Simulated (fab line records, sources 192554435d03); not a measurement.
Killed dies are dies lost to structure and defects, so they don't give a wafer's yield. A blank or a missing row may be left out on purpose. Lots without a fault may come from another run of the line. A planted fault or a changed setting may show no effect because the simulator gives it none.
fab line records | flow n5_finfet
record lots=24 wafers=72 last_day=17
route steps=1938 shown BEOL_M5@1175 BEOL_M6@1217
lots that met no fault: from a run of the same line without faults
start_h: hours from the record's first day to the start of the lot's first wafer shown | wait_h: hours since the lot's step before | " the same as in the row above | L1.1+2: a row that stands for several wafers | - no value, or no start given | * or withheld: withheld | < > ~ a bound
route shown NAME@n: a module of which the file shows steps, and the number in the route of the first | usual: mean/standard deviation of fault-free wafers | same: alike in all rows | chamber/n: place in a boat | sites: the reading at each site | _std_site: their standard deviation | _edge_site: outer sites' mean less inner sites' | radius_mm: how far each site lies from the wafer's centre | mask NAME#n: copy n | behind: the tool/chamber that last shaped the wafer | hold: why the lot was held/for how many hours/how that ended | device: the transistor (n, p or np) that didn't switch | end of line: the same wafers' tests at the end of the route | a step without rows: its recipe alone | killed: dies lost to structure and defects at the first sort, not the wafer's yield | map: a wafer's dies, x killed, . not, _ none there
set.NAME: the setting as run; set.NAME@STEP: as run at that earlier step | model.NAME: the simulator's own value behind a step, which no gauge read
steps of the route over a sample of lots; a table a step, a row a wafer
services: from which hour (start_h, from the record's first day; less than 0 if before it) a tool's chamber was out of use, for how many hours, and why
## steps
# step N5_BEOL_M5_SPUTTER_48
# recipe material=Cu target_thk_a=150 temp_c=-20 chamber_pressure_pa=0.07 power_w=withheld time_s=27.62
# usual throttle_valve_pct=30.2/0.93
# columns lot.wafer tool chamber start_h wait_h throttle_valve_pct
L074.3 pvd_sputter-03 - 166.36 0.1 29.6
L074.4 " - " " 29.5
L074.5 " - " " 28.5
L075.2 pvd_sputter-03 - 174.45 0.1 28.6
L075.4 " - " " 30.3
L075.6 " - " " 28.5
L077.1 pvd_sputter-03 - 183.40 0.1 28.7
L077.2 " - " " 29.4
L077.5 " - " " 29.7
L076.2 pvd_sputter-01 - 185.13 1.7 31.7
L076.5 " - " " 29.0
L076.6 " - " " 31.1
L078.1 pvd_sputter-02 - 187.48 0.2 31.4
L078.2 " - " " 31.3
L078.6 " - " " 31.6
L080.1 pvd_sputter-02 - 194.25 0.2 30.8
L080.3 " - " " 31.0
L080.5 " - " " 29.5
L079.1 pvd_sputter-01 - 202.68 0.1 29.3
L079.4 " - " " 29.0
L079.5 " - " " 30.9
L081.2 pvd_sputter-03 - 215.03 0.2 29.9
L081.4 " - " " 28.6
L081.6 " - " " 30.0
L082.1 pvd_sputter-02 - 217.73 0.2 30.6
L082.2 " - " " 31.3
L082.6 " - " " 30.8
L083.3 pvd_sputter-02 - 225.39 0.2 31.5
L083.5 " - " " 29.5
L083.6 " - " " 31.6
L085.1 pvd_sputter-01 - 234.80 0.1 30.8
L085.3 " - " " 29.2
L085.6 " - " " 30.9
L084.2 pvd_sputter-02 - 235.00 0.1 31.2
L084.3 " - " " 30.4
L084.6 " - " " 30.4
L086.1 pvd_sputter-01 - 242.81 0.2 31.1
L086.2 " - " " 29.0
L086.5 " - " " 31.1
L087.1 pvd_sputter-03 - 250.23 0.1 28.3
L087.4 " - " " 30.1
L087.6 " - " " 30.1
L089.2 pvd_sputter-01 - 252.39 1.7 30.9
L089.5 " - " " 31.1
L089.6 " - " " 29.2
L088.1 pvd_sputter-02 - 262.64 0.2 29.8
L088.3 " - " " 31.0
L088.6 " - " " 30.6
L090.2 pvd_sputter-01 - 267.26 0.1 29.1
L090.5 " - " " 31.6
L090.6 " - " " 29.4
L091.4 pvd_sputter-02 - 270.56 0.0 31.5
L091.5 " - " " 30.9
L091.6 " - " " 29.3
L092.2 pvd_sputter-01 - 285.53 0.1 29.0
L092.3 " - " " 31.0
L092.5 " - " " 29.1
L093.3 pvd_sputter-02 - 289.44 0.1 29.4
L093.5 " - " " 31.0
L093.6 " - " " 30.7
L094.1 pvd_sputter-02 - 293.87 0.2 30.6
L094.3 " - " " 30.9
L094.5 " - " " 31.4
L095.3 pvd_sputter-01 - 308.99 0.6 31.3
L095.4 " - " " 28.9
L095.5 " - " " 28.9
L096.3 pvd_sputter-02 - 309.44 0.6 29.5
L096.5 " - " " 31.3
L096.6 " - " " 30.6
L097.1 pvd_sputter-03 - 312.24 0.3 28.6
L097.2 " - " " 30.0
L097.6 " - " " 29.7
# step N5_BEOL_M5_CO_CAP_78
# recipe material=Co target_thk_a=20 temp_c=200 precursor=CCTBA/H2 pressure_torr=30 time_s=102.1
# usual heater_power_w=225/13
# columns lot.wafer tool chamber start_h wait_h heater_power_w
L074.3 cvd_co-01 1 171.82 0.0 235
L074.4 " 2 " " 207
L074.5 " 0 " " 225
L075.2 cvd_co-02 2 179.79 0.0 212
L075.4 " 0 " " 224
L075.6 " 2 " " 213
L077.1 cvd_co-01 0 188.62 0.0 229
L077.2 " 2 " " 212
L077.5 " 1 " " 225
L076.2 cvd_co-01 2 190.37 0.0 213
L076.5 " 1 " " 230
L076.6 " 0 " " 223
L078.1 cvd_co-01 1 192.70 0.0 224
L078.2 " 2 " " 214
L078.6 " 1 " " 228
L080.1 cvd_co-01 2 199.47 0.0 211
L080.3 " 1 " " 232
L080.5 " 0 " " 224
L079.1 cvd_co-02 2 207.91 0.0 215
L079.4 " 2 " " 211
L079.5 " 1 " " 247
L081.2 cvd_co-01 0 220.25 0.0 223
L081.4 " 1 " " 226
L081.6 " 2 " " 211
L082.1 cvd_co-01 0 223.03 0.0 224
L082.2 " 1 " " 235
L082.6 " 1 " " 231
L083.3 cvd_co-02 2 230.64 0.0 217
L083.5 " 0 " " 222
L083.6 " 2 " " 214
L085.1 cvd_co-02 1 240.25 0.0 254
L085.3 " 2 " " 216
L085.6 " 2 " " 218
L084.2 cvd_co-01 1 240.32 0.0 226
L084.3 " 0 " " 227
L084.6 " 2 " " 209
L086.1 cvd_co-02 0 248.37 0.0 223
L086.2 " 1 " " 247
L086.5 " 0 " " 227
L087.1 cvd_co-02 0 255.46 0.0 224
L087.4 " 2 " " 213
L087.6 " 1 " " 249
L089.2 cvd_co-01 0 259.37 0.0 224
L089.5 " 0 " " 228
L089.6 " 1 " " 232
L088.1 cvd_co-01 0 268.09 0.0 231
L088.3 " 2 " " 211
L088.6 " 2 " " 210
L090.2 cvd_co-01 0 272.48 0.0 230
L090.5 " 0 " " 226
L090.6 " 1 " " 230
L091.4 cvd_co-02 0 275.82 0.0 229
L091.5 " 2 " " 220
L091.6 " 1 " " 248
L092.2 cvd_co-01 0 290.75 0.0 220
L092.3 " 1 " " 233
L092.5 " 2 " " 209
L093.3 cvd_co-02 0 294.72 0.0 227
L093.5 " 2 " " 213
L093.6 " 1 " " 257
L094.1 cvd_co-01 0 299.10 0.0 227
L094.3 " 1 " " 227
L094.5 " 2 " " 210
L095.3 cvd_co-01 0 314.21 0.0 228
L095.4 " 0 " " 227
L095.5 " 1 " " 231
L096.3 cvd_co-02 2 314.66 0.0 217
L096.5 " 1 " " 246
L096.6 " 2 " " 218
L097.1 cvd_co-02 0 317.77 0.0 227
L097.2 " 2 " " 214
L097.6 " 1 " " 248
# step N5_BEOL_M6_CD_MEAS_18
# recipe pitch_nm=80 target_cd_nm=40
# usual cd_nm=40.2/0.68
# columns lot.wafer tool chamber start_h wait_h cd_nm
L074.3 cd_sem-02 - 175.77 0.1 40.5
L074.4 " - " " 38.9
L074.5 " - " " 40.1
L075.2 cd_sem-03 - 181.63 0.1 40.8
L075.4 " - " " 39.5
L075.6 " - " " 39.2
L077.1 cd_sem-03 - 190.78 0.0 41.5
L077.2 " - " " 40.7
L077.5 " - " " 40.4
L076.2 cd_sem-02 - 193.64 0.1 40.3
L076.5 " - " " 40.0
L076.6 " - " " 40.0
L078.1 cd_sem-02 - 195.91 0.0 39.1
L078.2 " - " " 40.1
L078.6 " - " " 39.5
L080.1 cd_sem-03 - 203.03 0.0 40.2
L080.3 " - " " 40.0
L080.5 " - " " 41.0
L079.1 cd_sem-02 - 210.28 0.0 40.2
L079.4 " - " " 40.9
L079.5 " - " " 39.8
L081.2 cd_sem-03 - 223.45 0.1 39.9
L081.4 " - " " 39.7
L081.6 " - " " 40.0
L082.1 cd_sem-01 - 226.64 0.0 38.6
L082.2 " - " " 39.3
L082.6 " - " " 38.7
L083.3 cd_sem-01 - 233.52 0.1 40.9
L083.5 " - " " 40.3
L083.6 " - " " 39.8
L085.1 cd_sem-02 - 243.30 0.0 40.8
L085.3 " - " " 41.0
L085.6 " - " " 39.9
L084.2 cd_sem-02 - 243.66 0.1 40.0
L084.3 " - " " 40.6
L084.6 " - " " 40.1
L086.1 cd_sem-01 - 250.73 0.0 40.0
L086.2 " - " " 40.6
L086.5 " - " " 40.6
L087.1 cd_sem-01 - 258.16 0.0 40.5
L087.4 " - " " 40.1
L087.6 " - " " 40.5
L089.2 cd_sem-01 - 262.57 0.1 39.6
L089.5 " - " " 39.7
L089.6 " - " " 40.2
L088.1 cd_sem-01 - 270.73 0.0 40.0
L088.3 " - " " 40.3
L088.6 " - " " 39.7
L090.2 cd_sem-02 - 276.58 0.1 39.7
L090.5 " - " " 41.5
L090.6 " - " " 41.4
L091.4 cd_sem-01 - 278.13 0.1 39.4
L091.5 " - " " 39.7
L091.6 " - " " 41.3
L092.2 cd_sem-02 - 294.66 0.1 41.2
L092.3 " - " " 40.3
L092.5 " - " " 40.6
L093.3 cd_sem-03 - 297.86 0.1 40.6
L093.5 " - " " 40.7
L093.6 " - " " 40.2
L094.1 cd_sem-02 - 301.28 0.0 40.7
L094.3 " - " " 39.9
L094.5 " - " " 41.7
L095.3 cd_sem-01 - 316.73 0.1 39.2
L095.4 " - " " 39.7
L095.5 " - " " 39.7
L096.3 cd_sem-01 - 317.23 0.1 41.9
L096.5 " - " " 40.8
L096.6 " - " " 40.3
L097.1 cd_sem-03 - 322.76 0.1 40.2
L097.2 " - " " 41.6
L097.6 " - " " 40.6
# step N5_BEOL_M6_ETCH_72
# recipe chemistry=N2/H2 target=underlayer target_depth_a=65 mask_material=CAR-EUV time_s=5.2 ion_energy_ev=200 pressure_mtorr=30 source_w=840 bias_w=150 n2_flow_sccm=200 h2_flow_sccm=200 ends=cleared
# usual bias_w=150.0/0.47 drypump_motor_current_A=5.3/0.51 etch_rf_on_time_s=5.26/0.14 oes_product_au=0.68/0.088 rf_vpp_V=523.5/2.8 showerhead_plenum_p_Torr=2.53/0.086 throttle_valve_pct=17.80/0.24
# columns lot.wafer tool chamber start_h wait_h bias_w drypump_motor_current_A etch_rf_on_time_s oes_product_au rf_hours_counter_h rf_vpp_V showerhead_plenum_p_Torr throttle_valve_pct
L074.3 rie_diel-01 2 176.90 0.0 150.1 6.3 5.48 0.56 241 524.9 2.51 18.04
L074.4 " 3 " " 149.9 4.9 5.34 0.57 244 524.4 2.51 17.80
L074.5 " 2 " " 149.8 6.3 5.41 0.56 - 522.4 2.51 18.06
L075.2 rie_diel-05 2 182.22 0.0 151.1 5.3 5.13 0.71 67 525.0 2.56 17.33
L075.4 " 0 " " 150.5 6.0 5.25 0.79 13 520.7 2.51 17.47
L075.6 " 3 " " 151.1 4.9 5.15 0.62 - 520.9 2.42 17.92
L077.1 rie_diel-01 1 192.31 0.0 149.9 4.7 5.28 0.61 200 526.1 2.62 17.96
L077.2 " 3 " " 150.1 4.8 5.32 0.56 248 524.1 2.51 17.80
L077.5 " 2 " " 150.1 6.3 5.55 0.56 - 524.2 2.51 18.07
L076.2 rie_diel-01 2 197.27 0.0 150.8 6.3 5.45 0.57 247 522.0 2.51 18.08
L076.5 " 1 " " 149.8 4.7 5.25 0.62 - 524.8 2.62 17.94
L076.6 " 2 " " 150.5 6.3 5.41 0.57 - 522.3 2.51 18.07
L078.1 rie_diel-04 3 197.34 0.0 149.5 4.9 5.41 0.58 211 526.5 2.61 18.10
L078.2 " 1 " " 149.8 5.3 5.34 0.78 10 528.6 2.71 17.69
L078.6 " 3 " " 149.3 4.9 5.48 0.59 - 527.6 2.61 18.08
L080.1 rie_diel-05 2 204.65 0.0 150.0 5.2 5.14 0.70 75 525.6 2.56 17.31
L080.3 " 3 " " 150.0 4.9 5.13 0.62 196 518.7 2.42 17.93
L080.5 " 1 " " 149.9 6.4 5.51 0.62 - 520.9 2.45 18.07
L079.1 rie_diel-04 1 210.89 0.0 148.9 5.3 5.27 0.77 16 526.7 2.71 17.69
L079.4 " 2 " " 150.5 5.3 5.20 0.60 207 521.7 2.44 17.82
L079.5 " 0 " " 150.1 5.5 5.18 0.85 - 522.2 2.50 17.93
L081.2 rie_diel-04 2 229.67 0.0 149.4 5.3 5.14 0.60 214 521.5 2.44 17.78
L081.4 " 1 " " 150.2 5.3 5.34 0.76 22 527.1 2.70 17.71
L081.6 " 2 " " 149.7 5.3 5.14 0.59 - 518.9 2.44 17.82
L082.1 rie_diel-01 2 229.84 0.0 149.1 6.3 5.37 0.81 1 522.6 2.50 17.69
L082.2 " 3 " " 150.6 4.8 5.23 0.80 7 524.5 2.51 17.48
L082.6 " 1 " " 149.4 4.7 5.29 0.60 - 526.2 2.61 17.98
L083.3 rie_diel-05 2 234.44 0.0 150.2 5.2 5.18 0.68 86 525.6 2.56 17.37
L083.5 " 0 " " 149.6 6.0 5.30 0.75 - 523.1 2.50 17.50
L083.6 " 3 " " 150.2 4.9 5.17 0.61 - 520.4 2.42 17.94
L084.2 rie_diel-05 2 247.15 0.0 150.7 5.3 5.16 0.69 90 524.1 2.55 17.36
L084.3 " 3 " " 150.9 4.9 5.14 0.61 210 523.0 2.41 17.96
L084.6 " 2 " " 150.8 5.2 5.17 0.69 - 523.7 2.55 17.34
L085.1 rie_diel-04 3 247.25 0.0 150.6 4.9 5.40 0.58 229 526.7 2.60 18.13
L085.3 " 2 " " 149.8 5.3 5.12 0.59 221 519.4 2.43 17.84
L085.6 " 3 " " 150.4 4.8 5.36 0.58 - 525.6 2.60 18.13
L086.1 rie_diel-04 1 254.08 0.0 149.7 5.3 5.30 0.75 28 526.6 2.70 17.69
L086.2 " 0 " " 149.4 5.5 5.05 0.81 15 522.0 2.50 17.98
L086.5 " 3 " " 150.4 4.9 5.35 0.57 - 526.3 2.60 18.09
L087.1 rie_diel-01 1 260.18 0.0 149.5 4.7 5.25 0.59 229 525.2 2.61 18.00
L087.4 " 3 " " 150.0 4.9 5.16 0.78 18 521.3 2.50 17.50
L087.6 " 1 " " 149.4 4.7 5.20 0.61 - 526.9 2.61 18.02
L089.2 rie_diel-04 0 263.05 0.0 150.2 5.4 5.21 0.79 18 520.0 2.49 17.97
L089.5 " 1 " " 150.1 5.3 5.34 0.73 - 530.1 2.70 17.68
L089.6 " 0 " " 150.5 5.5 5.16 0.79 - 521.9 2.50 17.96
L088.1 rie_diel-04 1 272.20 0.0 150.2 5.3 5.26 0.73 35 527.7 2.70 17.72
L088.3 " 2 " " 149.9 5.3 5.19 0.58 229 520.1 2.43 17.83
L088.6 " 0 " " 150.4 5.5 5.08 0.80 - 520.6 2.49 17.96
L090.2 rie_diel-05 1 278.51 0.0 149.9 6.4 5.54 0.61 199 521.4 2.44 18.08
L090.5 " 3 " " 150.1 4.9 5.14 0.60 - 519.7 2.41 17.98
L090.6 " 0 " " 150.1 5.9 5.22 0.74 - 521.7 2.49 17.54
L091.4 rie_diel-05 2 278.97 0.0 149.3 5.2 5.18 0.67 103 525.8 2.55 17.42
L091.5 " 3 " " 150.1 4.9 5.25 0.60 - 519.5 2.41 17.96
L091.6 " 2 " " 149.9 5.2 5.12 0.68 - 523.5 2.55 17.38
L092.2 rie_diel-01 1 296.42 0.0 149.9 4.7 5.25 0.59 243 525.5 2.60 18.03
L092.3 " 3 " " 149.8 4.9 5.17 0.75 32 522.5 2.50 17.52
L092.5 " 0 " " 150.4 4.9 5.20 0.73 - 523.5 2.45 17.54
L093.3 rie_diel-05 0 298.51 0.0 150.6 5.9 5.38 0.71 51 522.1 2.49 17.56
L093.5 " 3 " " 150.4 4.9 5.21 0.59 - 522.3 2.41 18.00
L093.6 " 2 " " 149.5 5.2 5.26 0.67 - 525.9 2.55 17.43
L094.1 rie_diel-04 1 301.91 0.0 150.3 5.3 5.24 0.72 49 526.8 2.69 17.73
L094.3 " 0 " " 150.7 5.5 5.02 0.78 35 521.9 2.49 18.00
L094.5 " 2 " " 150.3 5.3 5.27 0.58 - 518.6 2.42 17.88
L095.3 rie_diel-04 1 320.86 0.0 149.5 5.3 5.29 0.71 56 526.7 2.69 17.74
L095.4 " 1 " " 149.7 5.3 5.32 0.71 - 526.5 2.69 17.74
L095.5 " 3 " " 150.4 4.8 5.16 0.82 - 525.4 2.59 17.69
L096.3 rie_diel-04 3 321.31 0.0 150.4 4.9 5.24 0.83 1 526.4 2.59 17.63
L096.5 " 3 " " 150.6 4.9 5.28 0.82 - 524.6 2.59 17.66
L096.6 " 0 " " 150.2 5.5 5.22 0.74 - 521.6 2.48 18.00
L097.1 rie_diel-05 0 323.55 0.0 149.3 5.9 5.28 0.71 62 523.8 2.49 17.56
L097.2 " 3 " " 149.4 4.9 5.14 0.60 238 519.9 2.40 18.02
L097.6 " 2 " " 149.6 5.2 5.12 0.68 - 524.7 2.55 17.39
# step N5_BEOL_M6_CD_MEAS_35
# recipe target_cd_nm=40 target_cd_y_nm=28 polarity=opening
# usual cd_nm=40.3/0.72
# columns lot.wafer tool chamber start_h wait_h cd_nm
L074.3 cd_sem-02 - 177.45 0.0 40.6
L074.4 " - " " 39.2
L074.5 " - " " 40.4
L075.2 cd_sem-03 - 182.77 0.0 40.8
L075.4 " - " " 39.0
L075.6 " - " " 39.7
L077.1 cd_sem-03 - 192.86 0.0 41.5
L077.2 " - " " 40.5
L077.5 " - " " 40.3
L076.2 cd_sem-02 - 197.83 0.0 41.0
L076.5 " - " " 39.9
L076.6 " - " " 40.2
L078.1 cd_sem-01 - 197.88 0.0 38.9
L078.2 " - " " 40.3
L078.6 " - " " 39.8
L080.1 cd_sem-01 - 205.19 0.0 39.9
L080.3 " - " " 39.6
L080.5 " - " " 40.8
L079.1 cd_sem-01 - 211.44 0.0 40.7
L079.4 " - " " 41.2
L079.5 " - " " 39.9
L081.2 cd_sem-02 - 230.22 0.0 40.1
L081.4 " - " " 40.0
L081.6 " - " " 39.9
L082.1 cd_sem-02 - 230.38 0.0 39.1
L082.2 " - " " 39.2
L082.6 " - " " 38.8
L083.3 cd_sem-01 - 235.00 0.0 40.7
L083.5 " - " " 40.8
L083.6 " - " " 40.3
L084.2 cd_sem-01 - 247.69 0.0 39.7
L084.3 " - " " 40.9
L084.6 " - " " 40.8
L085.1 cd_sem-01 - 247.81 0.0 40.7
L085.3 " - " " 41.2
L085.6 " - " " 40.4
L086.1 cd_sem-02 - 254.63 0.0 39.9
L086.2 " - " " 40.6
L086.5 " - " " 40.8
L087.1 cd_sem-01 - 260.73 0.0 40.3
L087.4 " - " " 39.7
L087.6 " - " " 40.5
L089.2 cd_sem-02 - 263.60 0.0 39.9
L089.5 " - " " 40.0
L089.6 " - " " 40.5
L088.1 cd_sem-02 - 272.76 0.0 39.9
L088.3 " - " " 40.1
L088.6 " - " " 40.2
L090.2 cd_sem-01 - 279.06 0.0 40.1
L090.5 " - " " 41.4
L090.6 " - " " 41.2
L091.4 cd_sem-01 - 279.52 0.0 39.7
L091.5 " - " " 39.6
L091.6 " - " " 41.3
L092.2 cd_sem-02 - 296.97 0.0 40.5
L092.3 " - " " 40.2
L092.5 " - " " 40.9
L093.3 cd_sem-03 - 299.06 0.0 40.6
L093.5 " - " " 41.3
L093.6 " - " " 39.9
L094.1 cd_sem-02 - 302.45 0.0 40.3
L094.3 " - " " 39.9
L094.5 " - " " 42.2
L095.3 cd_sem-01 - 321.40 0.0 38.7
L095.4 " - " " 39.2
L095.5 " - " " 40.1
L096.3 cd_sem-01 - 321.88 0.0 41.6
L096.5 " - " " 41.4
L096.6 " - " " 40.5
L097.1 cd_sem-03 - 324.09 0.0 40.3
L097.2 " - " " 41.5
L097.6 " - " " 41.0
# step N5_BEOL_M6_DEGAS_44
# recipe ambient=vacuum temp_c=250 time_s=60
# usual heater_power_w=327/28
# columns lot.wafer tool chamber start_h wait_h heater_power_w
L074.3 pvd_sputter-03 - 179.19 1.3 310
L074.4 " - " " 288
L074.5 " - " " 339
L075.2 pvd_sputter-03 - 183.13 0.2 285
L075.4 " - " " 312
L075.6 " - " " 294
L077.1 pvd_sputter-01 - 193.60 0.3 302
L077.2 " - " " 329
L077.5 " - " " 344
L076.2 pvd_sputter-01 - 198.22 0.3 375
L076.5 " - " " 322
L076.6 " - " " 358
L078.1 pvd_sputter-01 - 198.60 0.4 316
L078.2 " - " " 356
L078.6 " - " " 319
L080.1 pvd_sputter-02 - 206.33 1.0 291
L080.3 " - " " 310
L080.5 " - " " 313
L079.1 pvd_sputter-01 - 213.47 1.6 316
L079.4 " - " " 370
L079.5 " - " " 319
L081.2 pvd_sputter-01 - 230.58 0.2 311
L081.4 " - " " 378
L081.6 " - " " 384
L082.1 pvd_sputter-01 - 230.74 0.3 359
L082.2 " - " " 326
L082.6 " - " " 315
L083.3 pvd_sputter-03 - 237.45 2.3 283
L083.5 " - " " 286
L083.6 " - " " 336
L084.2 pvd_sputter-01 - 248.17 0.3 326
L084.3 " - " " 368
L084.6 " - " " 383
L085.1 pvd_sputter-01 - 248.55 0.4 362
L085.3 " - " " 311
L085.6 " - " " 316
L086.1 pvd_sputter-03 - 255.46 0.7 291
L086.2 " - " " 327
L086.5 " - " " 289
L087.1 pvd_sputter-01 - 261.96 1.1 358
L087.4 " - " " 381
L087.6 " - " " 317
L089.2 pvd_sputter-03 - 265.30 1.6 291
L089.5 " - " " 328
L089.6 " - " " 289
L088.1 pvd_sputter-03 - 273.28 0.4 329
L088.3 " - " " 297
L088.6 " - " " 313
L090.2 pvd_sputter-03 - 279.86 0.5 321
L090.5 " - " " 315
L090.6 " - " " 336
L091.4 pvd_sputter-02 - 281.45 1.3 340
L091.5 " - " " 283
L091.6 " - " " 329
L092.2 pvd_sputter-02 - 298.45 1.3 357
L092.3 " - " " 333
L092.5 " - " " 309
L093.3 pvd_sputter-03 - 299.49 0.2 325
L093.5 " - " " 312
L093.6 " - " " 323
L094.1 pvd_sputter-01 - 303.06 0.5 321
L094.3 " - " " 314
L094.5 " - " " 378
L095.3 pvd_sputter-03 - 321.82 0.2 309
L095.4 " - " " 329
L095.5 " - " " 311
L096.3 pvd_sputter-03 - 322.26 0.2 326
L096.5 " - " " 307
L096.6 " - " " 332
L097.1 pvd_sputter-03 - 324.48 0.3 279
L097.2 " - " " 325
L097.6 " - " " 305
## services
# columns tool chamber start_h hours kind
pvd_sputter-01 - 144.28 0.7 repair
rie_diel-04 1 152.74 6.5 repair
rie_diel-04 1 165.36 - clean
rie_diel-04 1 165.36 - consumable_replace:focus_ring
rie_diel-04 1 165.36 - consumable_replace:showerhead
rie_diel-04 1 165.36 12.3 scheduled_down
rie_diel-04 1 165.36 12.3 vent_cycle
pvd_sputter-02 - 177.09 4.0 repair
rie_diel-04 0 177.71 - clean
rie_diel-04 0 177.71 - consumable_replace:focus_ring
rie_diel-04 0 177.71 25.2 scheduled_down
rie_diel-04 0 177.71 25.2 vent_cycle
rie_diel-04 - 240.99 2.6 repair
rie_diel-05 1 254.24 8.0 repair
cvd_co-02 - 257.77 2.8 pm
rie_diel-01 0 269.87 1.4 repair
rie_diel-05 - 282.41 10.9 repair
cvd_co-02 0 288.99 4.1 repair
rie_diel-04 3 299.41 - clean
rie_diel-04 3 299.41 - consumable_replace:focus_ring
rie_diel-04 3 299.41 19.9 scheduled_down
rie_diel-05 2 299.44 23.6 repair
rie_diel-05 1 319.97 6.9 repair
rie_diel-04 2 320.59 4.6 repair
## key
fault none
